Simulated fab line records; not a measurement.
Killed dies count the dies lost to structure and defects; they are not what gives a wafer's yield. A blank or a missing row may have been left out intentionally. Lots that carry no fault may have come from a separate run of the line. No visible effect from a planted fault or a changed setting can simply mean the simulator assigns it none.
fab line records | flow nand_harc
record lots=6 | wafers=18 | last_day=31
route steps=1302 shown A_BLC@1110 END@1302
lots untouched by any fault: they come from a run of this same line in which no faults occurred
start_h: the number of hours between the record's first day and the start of the first shown wafer of the lot | wait_h: how many hours have passed since the lot's step before this one | " as in the row above | L1.1+2: one row covering several wafers at once | - value missing, or start not given | * or withheld: withheld | < > ~ a bound
route shown NAME@n: a module of which the file shows steps, and the number in the route of the first | usual: average and standard deviation across the fault-free wafers | same: alike in all rows | chamber/n: place in a boat | sites: per-site readings | _std_site: their standard deviation | _edge_site: mean of outer sites minus mean of inner sites | radius_mm: for every site, how far away it sits from the centre of the wafer | mask NAME#n: copy n | behind: the most recent tool/chamber to have shaped the wafer | hold: cause of the lot's hold/its duration in hours/its outcome | device: which transistor (n, p or np) failed to switch | end of line: the route-end tests of the same wafers | step lacking rows: just its recipe | killed: dies lost to structure and defects at the first sort, not the wafer's yield | map: a wafer's dies, x killed, . not, _ none there
set.NAME: the setting the step ran with; set.NAME@STEP: the setting that earlier step ran with | model.NAME: the simulator's own value behind a step, which no gauge read
certain route steps with their lots: each step a table, each wafer a row
services: the hour from which a tool's chamber was out of use, counted from the record's first day as start_h (under 0 if before that day), plus the number of hours and why
## steps
# step NHARC_A_BLC_COAT_03
# recipe temp_c=225 | time_s=65
# step NHARC_A_BLC_COAT_04
# recipe spin_rpm=1500 | resist_thk_nm=90
# step NHARC_A_BLC_SOFTBAKE_05
# recipe temp_c=105 | time_s=55
# step NHARC_A_BLC_EBR_06
# step NHARC_A_BLC_EXPOSE_07
# recipe na=1.35 | target_cd_nm=100 | dose_mj=67.97 | mask_id=A_BLC
# step NHARC_A_BLC_PEB_08
# recipe peb_temp_c=100 | peb_time_s=65
# step NHARC_A_BLC_DEVELOP_09
# recipe develop_time_s=35 | dev_temp_c=23
# step NHARC_A_BLC_CD_MEAS_10
# recipe target_cd_nm=100 | landing_energy_ev=500
# usual cd_nm=100.1/0.73
lot.wafer | tool      | chamber | start_h | wait_h | cd_nm
L681.4    | cd_sem-02 | 0       | 633.68  | -      | 101.3
L681.5    | "         | 0       | "       | "      | 100.9
L681.6    | "         | 0       | "       | "      | 99.7
L684.1    | cd_sem-03 | 0       | 662.48  | -      | 99.9
L684.3    | "         | 0       | "       | "      | 101.7
L684.4    | "         | 0       | "       | "      | 99.8
L687.1    | cd_sem-03 | 0       | 662.78  | -      | 100.0
L687.2    | "         | 0       | "       | "      | 100.2
L687.4    | "         | 0       | "       | "      | 99.7
L685.1    | cd_sem-01 | 0       | 666.94  | -      | 99.7
L685.4    | "         | 0       | "       | "      | 99.7
L685.6    | "         | 0       | "       | "      | 100.0
L688.2    | cd_sem-02 | 0       | 674.50  | -      | 100.7
L688.5    | "         | 0       | "       | "      | 101.0
L688.6    | "         | 0       | "       | "      | 100.5
L689.2    | cd_sem-01 | 0       | 704.54  | -      | 101.2
L689.5    | "         | 0       | "       | "      | 101.8
L689.6    | "         | 0       | "       | "      | 101.6
# step NHARC_A_BLC_OVL_MEAS_11
# usual overlay_x_nm=0.2/0.75 | overlay_y_nm=0.0/0.99
lot.wafer | tool       | chamber | start_h | wait_h | overlay_x_nm | overlay_y_nm
L681.4    | overlay-02 | -       | 633.76  | -      | 1.0          | 0.4
L681.5    | "          | -       | "       | "      | 1.1          | 0.8
L681.6    | "          | -       | "       | "      | 1.0          | -0.3
L684.1    | overlay-02 | -       | 662.57  | -      | 1.6          | 0.0
L684.3    | "          | -       | "       | "      | 1.5          | -0.1
L684.4    | "          | -       | "       | "      | 2.2          | 0.1
L687.1    | overlay-02 | -       | 662.87  | -      | 0.5          | -1.3
L687.2    | "          | -       | "       | "      | 0.2          | -1.3
L687.4    | "          | -       | "       | "      | 0.1          | -1.4
L685.1    | overlay-02 | -       | 667.03  | -      | 0.0          | 0.2
L685.4    | "          | -       | "       | "      | 0.1          | 0.0
L685.6    | "          | -       | "       | "      | 0.6          | -0.1
L688.2    | overlay-02 | -       | 674.58  | -      | 0.3          | 0.2
L688.5    | "          | -       | "       | "      | 0.8          | 0.6
L688.6    | "          | -       | "       | "      | 0.2          | 0.0
L689.2    | overlay-01 | -       | 704.62  | -      | 0.0          | -1.7
L689.5    | "          | -       | "       | "      | 0.1          | -1.1
L689.6    | "          | -       | "       | "      | -0.4         | -1.4
# step NHARC_A_BLC_INSPECT_12
# usual raw_defect_count=79/42
lot.wafer | tool              | chamber | start_h | wait_h | raw_defect_count
L681.4    | defect_inspect-02 | -       | 633.80  | 0.0    | 139
L681.5    | "                 | -       | "       | "      | 135
L681.6    | "                 | -       | "       | "      | 131
L684.1    | defect_inspect-02 | -       | 662.61  | 0.0    | 147
L684.3    | "                 | -       | "       | "      | 139
L684.4    | "                 | -       | "       | "      | 149
L687.1    | defect_inspect-02 | -       | 662.90  | 0.0    | 67
L687.2    | "                 | -       | "       | "      | 58
L687.4    | "                 | -       | "       | "      | 41
L685.1    | defect_inspect-02 | -       | 667.07  | 0.0    | 134
L685.4    | "                 | -       | "       | "      | 98
L685.6    | "                 | -       | "       | "      | 99
L688.2    | defect_inspect-02 | -       | 674.62  | 0.0    | 46
L688.5    | "                 | -       | "       | "      | 33
L688.6    | "                 | -       | "       | "      | 35
L689.2    | defect_inspect-02 | -       | 704.66  | 0.0    | 87
L689.5    | "                 | -       | "       | "      | 77
L689.6    | "                 | -       | "       | "      | 80
# step NHARC_A_BLC_DESCUM_15
# recipe time_s=3 | o2_flow_sccm=200 | ar_flow_sccm=0 | bias_power_w=0 | chemistry=O2
# usual drypump_motor_current_A=5.8/0.48 | o2_flow_sccm=200.1/0.81 | oes_product_au=0.998/0.012 | rf_vpp_V=57.9/1 | showerhead_plenum_p_Torr=1.93/0.083 | throttle_valve_pct=11.311/0.0087
lot.wafer | tool        | chamber | start_h | wait_h | drypump_motor_current_A | o2_flow_sccm | oes_product_au | rf_hours_counter_h | rf_vpp_V | showerhead_plenum_p_Torr | throttle_valve_pct
L681.4    | rie_diel-01 | 0       | 633.87  | 0.1    | 5.6                     | 200.0        | 1.016          | 7                  | 57.1     | 1.90                     | 11.299
L681.5    | "           | 2       | "       | "      | 5.1                     | 200.4        | 1.008          | -                  | 55.7     | 1.80                     | 11.309
L681.6    | "           | 3       | "       | "      | 5.3                     | 200.3        | 0.981          | -                  | 55.8     | 1.95                     | 11.311
L684.3    | rie_diel-01 | 0       | 662.68  | 0.1    | 5.6                     | 199.5        | 1.013          | 9                  | 58.0     | 1.90                     | 11.307
L684.1    | "           | 1       | "       | "      | 6.5                     | 200.2        | 1.017          | 7                  | 57.8     | 1.81                     | 11.307
L684.4    | "           | 2       | "       | "      | 5.2                     | 200.1        | 1.010          | 8                  | 57.5     | 1.80                     | 11.304
L687.2    | rie_diel-10 | 3       | 662.96  | 0.1    | 5.6                     | 198.9        | 0.991          | 2                  | 57.2     | 2.03                     | 11.310
L687.1    | "           | 0       | "       | "      | 5.2                     | 199.9        | 1.000          | 2                  | 56.6     | 2.01                     | 11.311
L687.4    | "           | 2       | "       | "      | 5.9                     | 201.1        | 0.969          | 3                  | 59.1     | 1.95                     | 11.309
L685.4    | rie_diel-10 | 3       | 667.14  | 0.1    | 5.6                     | 200.5        | 0.984          | 2                  | 57.9     | 2.03                     | 11.306
L685.1    | "           | 1       | "       | "      | 6.5                     | 201.3        | 0.983          | 3                  | 58.1     | 1.85                     | 11.315
L685.6    | "           | 3       | "       | "      | 5.6                     | 199.7        | 0.992          | -                  | 57.0     | 2.03                     | 11.316
L688.2    | rie_diel-01 | 0       | 674.70  | 0.1    | 5.7                     | 201.3        | 1.024          | 10                 | 57.4     | 1.90                     | 11.320
L688.6    | "           | 2       | "       | "      | 5.1                     | 201.2        | 1.018          | -                  | 56.2     | 1.80                     | 11.310
L688.5    | "           | 3       | "       | "      | 5.3                     | 200.4        | 0.996          | -                  | 58.6     | 1.95                     | 11.314
L689.2    | rie_diel-10 | 3       | 704.74  | 0.1    | 5.6                     | 199.5        | 0.996          | 5                  | 58.0     | 2.03                     | 11.309
L689.6    | "           | 1       | "       | "      | 6.5                     | 200.0        | 0.992          | -                  | 57.6     | 1.85                     | 11.320
L689.5    | "           | 2       | "       | "      | 5.9                     | 200.4        | 0.982          | -                  | 58.2     | 1.95                     | 11.338
# step NHARC_A_BLC_ETCH_16
# recipe target_depth_a=390 | over_etch_frac=0.3 | time_s=65 | ion_energy_ev=80 | cf4_flow_sccm=150 | ar_flow_sccm=0 | rf_w=300 | bias_w=100 | chemistry=CF4
# usual drypump_motor_current_A=5.8/0.47 | oes_product_au=0.996/0.01 | rf_fwd_power_W=297.1/1.3 | rf_vpp_V=151.5/1.2 | run_length_s=86.3/0.36 | showerhead_plenum_p_Torr=1.77/0.074 | throttle_valve_pct=13.284/0.0092
lot.wafer | tool        | chamber | start_h | wait_h | drypump_motor_current_A | oes_product_au | rf_fwd_power_W | rf_hours_counter_h | rf_vpp_V | run_length_s | showerhead_plenum_p_Torr | throttle_valve_pct
L681.4    | rie_diel-01 | 1       | 633.96  | 0.1    | 6.5                     | 1.006          | 297.6          | 5                  | 150.5    | 86.0         | 1.68                     | 13.291
L681.5    | "           | 2       | "       | "      | 5.1                     | 0.994          | 299.2          | -                  | 149.7    | 86.2         | 1.67                     | 13.285
L681.6    | "           | 3       | "       | "      | 5.3                     | 0.983          | 299.7          | -                  | 153.2    | 86.9         | 1.80                     | 13.273
L684.4    | rie_diel-01 | 1       | 662.76  | 0.1    | 6.5                     | 1.009          | 299.3          | 7                  | 151.7    | 86.7         | 1.68                     | 13.285
L684.1    | "           | 2       | "       | "      | 5.1                     | 0.999          | 297.0          | 8                  | 150.0    | 86.3         | 1.67                     | 13.292
L684.3    | "           | 3       | "       | "      | 5.4                     | 0.983          | 298.7          | 9                  | 151.7    | 86.2         | 1.80                     | 13.266
L687.4    | rie_diel-10 | 1       | 663.05  | 0.1    | 6.5                     | 0.990          | 297.4          | 3                  | 150.2    | 86.2         | 1.71                     | 13.286
L687.2    | "           | 3       | "       | "      | 5.6                     | 0.980          | 298.0          | 2                  | 153.3    | 86.7         | 1.86                     | 13.281
L687.1    | "           | 0       | "       | "      | 5.3                     | 0.997          | 293.1          | 2                  | 152.8    | 86.9         | 1.85                     | 13.288
L685.1    | rie_diel-10 | 2       | 667.21  | 0.1    | 5.9                     | 0.974          | 299.1          | 3                  | 150.6    | 85.9         | 1.80                     | 13.294
L685.4    | "           | 3       | "       | "      | 5.6                     | 1.001          | 296.4          | 2                  | 153.6    | 86.7         | 1.86                     | 13.293
L685.6    | "           | 2       | "       | "      | 5.9                     | 0.988          | 297.9          | -                  | 151.2    | 86.0         | 1.80                     | 13.277
L688.2    | rie_diel-01 | 3       | 674.76  | 0.1    | 5.4                     | 0.994          | 296.6          | 10                 | 152.0    | 86.4         | 1.80                     | 13.272
L688.5    | "           | 3       | "       | "      | 5.3                     | 0.991          | 296.3          | -                  | 151.9    | 86.2         | 1.80                     | 13.282
L688.6    | "           | 0       | "       | "      | 5.6                     | 1.012          | 297.7          | -                  | 151.4    | 86.0         | 1.76                     | 13.281
L689.2    | rie_diel-10 | 3       | 704.82  | 0.1    | 5.6                     | 1.018          | 299.0          | 5                  | 152.6    | 86.1         | 1.86                     | 13.289
L689.5    | "           | 1       | "       | "      | 6.5                     | 1.000          | 297.8          | -                  | 152.2    | 86.4         | 1.71                     | 13.285
L689.6    | "           | 2       | "       | "      | 5.9                     | 0.984          | 298.2          | -                  | 150.3    | 85.9         | 1.80                     | 13.281
# step NHARC_A_BLC_ETCH_17
# recipe target_depth_a=3900 | over_etch_frac=0.25 | time_s=609.38 | ion_energy_ev=200 | n2_flow_sccm=150 | h2_flow_sccm=150 | ar_flow_sccm=0 | rf_w=400 | bias_w=150 | chemistry=N2/H2
# usual drypump_motor_current_A=5.8/0.5 | oes_product_au=0.998/0.011 | rf_fwd_power_W=399.4/1.2 | rf_vpp_V=430.8/2.6 | run_length_s=630.7/0.37 | showerhead_plenum_p_Torr=2.05/0.092 | throttle_valve_pct=14.171/0.0084
lot.wafer | tool        | chamber | start_h | wait_h | drypump_motor_current_A | oes_product_au | rf_fwd_power_W | rf_hours_counter_h | rf_vpp_V | run_length_s | showerhead_plenum_p_Torr | throttle_valve_pct
L681.4    | rie_diel-01 | 1       | 634.12  | -      | 6.5                     | 1.006          | 402.4          | 6                  | 427.1    | 630.7        | 1.93                     | 14.154
L681.6    | "           | 3       | "       | "      | 5.3                     | 0.975          | 399.6          | -                  | 431.6    | 630.5        | 2.08                     | 14.176
L681.5    | "           | 0       | "       | "      | 5.6                     | 1.009          | 399.1          | -                  | 430.3    | 630.6        | 2.02                     | 14.191
L684.4    | rie_diel-01 | 0       | 662.85  | -      | 5.6                     | 1.018          | 399.4          | 9                  | 430.4    | 630.5        | 2.02                     | 14.167
L684.1    | "           | 2       | "       | "      | 5.2                     | 1.018          | 400.8          | 8                  | 426.8    | 630.3        | 1.92                     | 14.175
L684.3    | "           | 3       | "       | "      | 5.3                     | 1.004          | 399.9          | 9                  | 430.5    | 630.7        | 2.08                     | 14.188
L687.4    | rie_diel-10 | 2       | 663.18  | -      | 5.9                     | 0.980          | 399.0          | 3                  | 431.8    | 630.2        | 2.08                     | 14.174
L687.1    | "           | 3       | "       | "      | 5.6                     | 0.987          | 399.1          | 2                  | 433.5    | 630.9        | 2.16                     | 14.184
L687.2    | "           | 0       | "       | "      | 5.2                     | 1.006          | 400.0          | 2                  | 432.5    | 631.4        | 2.14                     | 14.177
L685.4    | rie_diel-10 | 3       | 667.31  | -      | 5.6                     | 1.006          | 401.2          | 2                  | 433.0    | 630.7        | 2.16                     | 14.170
L685.1    | "           | 0       | "       | "      | 5.2                     | 1.006          | 400.1          | 2                  | 432.9    | 662.6        | 2.14                     | 14.171
L685.6    | "           | 0       | "       | "      | 5.2                     | 1.006          | 399.5          | -                  | 432.9    | 661.9        | 2.14                     | 14.180
L688.2    | rie_diel-01 | 1       | 674.85  | -      | 6.5                     | 1.001          | 398.5          | 9                  | 426.7    | 630.4        | 1.93                     | 14.177
L688.5    | "           | 1       | "       | "      | 6.5                     | 0.997          | 399.0          | -                  | 427.0    | 630.2        | 1.93                     | 14.179
L688.6    | "           | 2       | "       | "      | 5.2                     | 1.010          | 399.7          | -                  | 427.9    | 630.2        | 1.92                     | 14.176
L689.2    | rie_diel-10 | 1       | 704.99  | -      | 6.5                     | 0.994          | 398.9          | 5                  | 428.3    | 630.7        | 1.97                     | 14.181
L689.5    | "           | 3       | "       | "      | 5.6                     | 1.015          | 398.4          | -                  | 432.6    | 630.4        | 2.16                     | 14.178
L689.6    | "           | 0       | "       | "      | 5.2                     | 1.004          | 398.4          | -                  | 433.6    | 662.0        | 2.14                     | 14.154
# step NHARC_A_BLC_ETCH_18
# recipe target_depth_a=9100 | c4f8_flow_sccm=20 | o2_flow_sccm=10 | ar_flow_sccm=withheld | rf_w=600 | bias_w=1500 | chemistry=C4F8/O2/Ar
# usual oes_product_au=0.951/0.023 | rf_fwd_power_W=598.9/2 | rf_vpp_V=978/6
lot.wafer | tool        | chamber | start_h | wait_h | oes_product_au | rf_fwd_power_W | rf_hours_counter_h | rf_vpp_V
L681.4    | rie_diel-01 | 2       | -       | -      | 0.967          | 598.5          | 6                  | 971
L681.6    | "           | 1       | "       | "      | 0.989          | 597.3          | -                  | 972
L681.5    | "           | 2       | "       | "      | 0.976          | 601.1          | -                  | 971
L684.3    | rie_diel-01 | 0       | -       | -      | 0.926          | 596.8          | 9                  | 977
L684.4    | "           | 1       | "       | "      | 0.932          | 595.2          | 8                  | 970
L684.1    | "           | 3       | "       | "      | 0.911          | 599.7          | 9                  | 981
L687.4    | rie_diel-10 | 2       | -       | -      | 0.969          | 598.7          | 3                  | 980
L687.1    | "           | 0       | "       | "      | 0.969          | 596.2          | 2                  | 985
L687.2    | "           | 1       | "       | "      | 0.973          | 598.5          | 3                  | 973
L685.4    | rie_diel-10 | 0       | -       | -      | 0.981          | 594.4          | 3                  | 984
L685.1    | "           | 2       | "       | "      | 0.943          | 600.9          | 3                  | 981
L685.6    | "           | 3       | "       | "      | 0.964          | 599.5          | -                  | 986
L688.2    | rie_diel-01 | 2       | -       | -      | 0.939          | 596.9          | 10                 | 970
L688.5    | "           | 0       | "       | "      | 0.943          | 598.3          | -                  | 977
L688.6    | "           | 1       | "       | "      | 0.934          | 596.8          | -                  | 971
L689.2    | rie_diel-10 | 2       | -       | -      | 0.920          | 596.1          | 6                  | 980
L689.6    | "           | 1       | "       | "      | 0.942          | 598.8          | -                  | 973
L689.5    | "           | 2       | "       | "      | 0.919          | 598.5          | -                  | 980
# step NHARC_END_SORT_01
# recipe temp_c=25
# usual killed_at_array=49/19 | killed_at_other=0.9/1.1 | killed_at_periphery=4.0/2.7 | killed_dies=54/19 | killed_open=3.3/1.8 | killed_short=2.6/1.6
# same gross_dies=677
lot.wafer | tool      | chamber | start_h | wait_h | killed_at_array | killed_at_other | killed_at_periphery | killed_dies | killed_open | killed_short
L681.4    | prober-01 | 0       | 688.00  | 3.4    | 97              | 3               | 4                   | 104         | 5           | 5
L681.5    | prober-01 | 0       | 688.80  | 3.7    | 72              | 6               | 1                   | 79          | 4           | 2
L681.6    | prober-01 | 0       | 689.61  | 4.0    | 77              | 0               | 0                   | 77          | 3           | 5
L687.1    | prober-01 | 0       | 714.74  | 2.5    | 37              | 0               | 3                   | 40          | 1           | 3
L687.2    | prober-01 | 0       | 715.54  | 2.8    | 41              | 1               | 6                   | 48          | 3           | 2
L687.4    | prober-01 | 0       | 717.14  | 3.4    | 32              | 0               | 5                   | 37          | 3           | 4
L685.1    | prober-01 | 0       | 722.58  | 2.5    | 56              | 1               | 3                   | 60          | 4           | 1
L685.4    | prober-01 | 0       | 724.97  | 3.4    | 61              | 0               | 1                   | 62          | 3           | 2
L685.6    | prober-01 | 0       | 726.57  | 4.0    | 58              | 3               | 2                   | 63          | 2           | 1
L688.2    | prober-02 | 0       | 731.12  | 2.8    | 44              | 0               | 8                   | 52          | 5           | 5
L688.5    | prober-02 | 0       | 733.52  | 3.7    | 24              | 0               | 12                  | 36          | 4           | 3
L688.6    | prober-02 | 0       | 734.32  | 4.0    | 26              | 0               | 4                   | 30          | 3           | 1
# killed by level:class
L681.4 A_CHANNEL_HOLE_D1:chamber_film_flake=29 A_SLIT:chamber_film_flake=24 A_CHANNEL_HOLE_D2:chamber_film_flake=12 A_STAIRCASE:chamber_film_flake=9 A_CONTACT:chamber_film_flake=5 P_ZERO_WELL:chamber_film_flake=3 A_CHANNEL_FILL_D2:chamber_film_flake=3 THIN_TSV:chamber_film_flake=3
L681.5 A_CHANNEL_HOLE_D1:chamber_film_flake=31 A_SLIT:chamber_film_flake=13 A_CHANNEL_HOLE_D2:chamber_film_flake=10 A_CONTACT:chamber_film_flake=7 THIN_TSV:chamber_film_flake=5 A_STAIRCASE:chamber_film_flake=3 A_CHANNEL_FILL_D1:chamber_film_flake=2 A_CHANNEL_FILL_D2:chamber_film_flake=2
L681.6 A_SLIT:chamber_film_flake=28 A_CHANNEL_HOLE_D1:chamber_film_flake=17 A_CHANNEL_HOLE_D2:chamber_film_flake=15 A_CONTACT:chamber_film_flake=4 A_CHANNEL_FILL_D1:geometric_particle:short=2 A_SOURCE_PLATE:geometric_particle:open=1 A_ONON_D1:geometric_particle:short=1 A_ONON_D1:geometric_particle:open=1
L687.1 A_CHANNEL_HOLE_D2:chamber_film_flake=17 A_CONTACT:chamber_film_flake=4 P_CONTACT:chamber_film_flake=3 A_CHANNEL_HOLE_D1:chamber_film_flake=3 A_STAIRCASE:chamber_film_flake=3 A_SLIT:chamber_film_flake=3 A_DECK1_JOINT:chamber_film_flake=2 A_ONON_D1:geometric_particle:short=1
L687.2 A_CHANNEL_HOLE_D2:chamber_film_flake=16 A_CHANNEL_HOLE_D1:chamber_film_flake=11 A_SLIT:chamber_film_flake=5 P_CONTACT:chamber_film_flake=3 A_STAIRCASE:chamber_film_flake=2 A_CONTACT:chamber_film_flake=2 P_CONTACT:geometric_particle:open=1 A_ONON_D1:geometric_particle:open=1
L687.4 A_CHANNEL_HOLE_D2:chamber_film_flake=20 A_CHANNEL_HOLE_D1:chamber_film_flake=5 P_CONTACT:geometric_particle:open=3 A_WL_FILL:geometric_particle:short=2 A_STAIRCASE:chamber_film_flake=2 P_M0:geometric_particle:short=1 A_ONON_D2:geometric_particle:short=1 P_CONTACT:chamber_film_flake=1
L685.1 A_CHANNEL_HOLE_D1:chamber_film_flake=24 A_SLIT:chamber_film_flake=22 P_CONTACT:geometric_particle:open=2 A_CHANNEL_FILL_D2:chamber_film_flake=2 A_CONTACT:chamber_film_flake=2 P_GATE:geometric_particle:open=1 A_CHANNEL_FILL_D1:geometric_particle:open=1 A_ONON_D2:geometric_particle:short=1
L685.4 A_SLIT:chamber_film_flake=26 A_CHANNEL_HOLE_D1:chamber_film_flake=24 A_CHANNEL_HOLE_D2:chamber_film_flake=2 A_STAIRCASE:chamber_film_flake=2 A_CONTACT:chamber_film_flake=2 P_STI:geometric_particle:open=1 A_ONON_D2:geometric_particle:short=1 A_CONTACT:geometric_particle:short=1
L685.6 A_CHANNEL_HOLE_D1:chamber_film_flake=28 A_SLIT:chamber_film_flake=17 A_CHANNEL_HOLE_D2:chamber_film_flake=6 THIN_TSV:chamber_film_flake=3 A_CONTACT:chamber_film_flake=2 A_M0:chamber_film_flake=2 P_CONTACT:geometric_particle:open=1 A_ONON_D1:geometric_particle:short=1
L688.2 A_CHANNEL_HOLE_D1:chamber_film_flake=17 A_STAIRCASE:chamber_film_flake=8 P_GATE:chamber_film_flake=4 A_SLIT:chamber_film_flake=4 A_CHANNEL_HOLE_D2:geometric_particle:open=3 P_BONDPAD:chamber_film_flake=3 A_DECK1_JOINT:chamber_film_flake=2 A_CONTACT:chamber_film_flake=2
L688.5 A_STAIRCASE:chamber_film_flake=10 A_CHANNEL_HOLE_D1:chamber_film_flake=5 P_BONDPAD:chamber_film_flake=4 P_GATE:chamber_film_flake=3 A_CONTACT:chamber_film_flake=3 P_CONTACT:geometric_particle:short=2 P_M0:geometric_particle:open=2 A_SLIT:chamber_film_flake=2
L688.6 A_CHANNEL_HOLE_D1:chamber_film_flake=12 A_STAIRCASE:chamber_film_flake=8 A_WL_FILL:geometric_particle:open=2 A_SLIT:chamber_film_flake=2 P_CONTACT:geometric_particle:open=1 A_CHANNEL_FILL_D1:geometric_particle:short=1 P_ZERO_WELL:chamber_film_flake=1 P_STI:chamber_film_flake=1
## services
tool        | chamber | start_h | hours | kind
rie_diel-01 | 1       | 610.30  | 6.6   | repair
rie_diel-01 | 0       | 615.91  | -     | clean
rie_diel-01 | 2       | 615.91  | -     | clean
rie_diel-01 | 3       | 615.91  | -     | clean
rie_diel-10 | 0       | 630.02  | -     | clean
rie_diel-10 | 1       | 630.02  | -     | clean
rie_diel-10 | 2       | 630.02  | -     | clean
rie_diel-10 | 3       | 630.02  | -     | clean
rie_diel-01 | 0       | 640.41  | -     | clean
rie_diel-01 | 1       | 640.41  | -     | clean
rie_diel-01 | 2       | 640.41  | -     | clean
rie_diel-01 | 3       | 640.41  | -     | clean
rie_diel-10 | 0       | 654.52  | -     | clean
rie_diel-10 | 1       | 654.52  | -     | clean
rie_diel-10 | 2       | 654.52  | -     | clean
rie_diel-10 | 3       | 654.52  | -     | clean
rie_diel-01 | 0       | 664.91  | -     | clean
rie_diel-01 | 1       | 664.91  | -     | clean
rie_diel-01 | 2       | 664.91  | -     | clean
rie_diel-01 | 3       | 664.91  | -     | clean
rie_diel-10 | 0       | 679.02  | -     | clean
rie_diel-10 | 1       | 679.02  | -     | clean
rie_diel-10 | 2       | 679.02  | -     | clean
rie_diel-01 | 2       | 689.45  | 3.2   | repair
## key
first_sign step=NHARC_A_BLC_ETCH_17 | reading=run_length_s | direction=up | sigmas=85 | usual=* | struck=*
effect none on later readings
met_at NHARC_A_BLC_ETCH_17
struck_wafers L685.1,L685.6,L689.6
tester_left_out L685,L689
onset_between 663.18 667.31
fault kind=process_parameter_drift | tool=rie_diel-10 | chamber=0 | onset_h=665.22 | steps=NHARC_A_BLC_ETCH_17 | channel=time_s | offset=* | shape=step | end_h=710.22 | acts_in=* | stated=*
# tester_left_out: of these lots the tester's yield and bins aren't shown, on N5 and GAA mostly nor the transistor test; their killed dies are dies lost to structure and defects alone, not to doping, threshold or leakage, so they don't give the yield
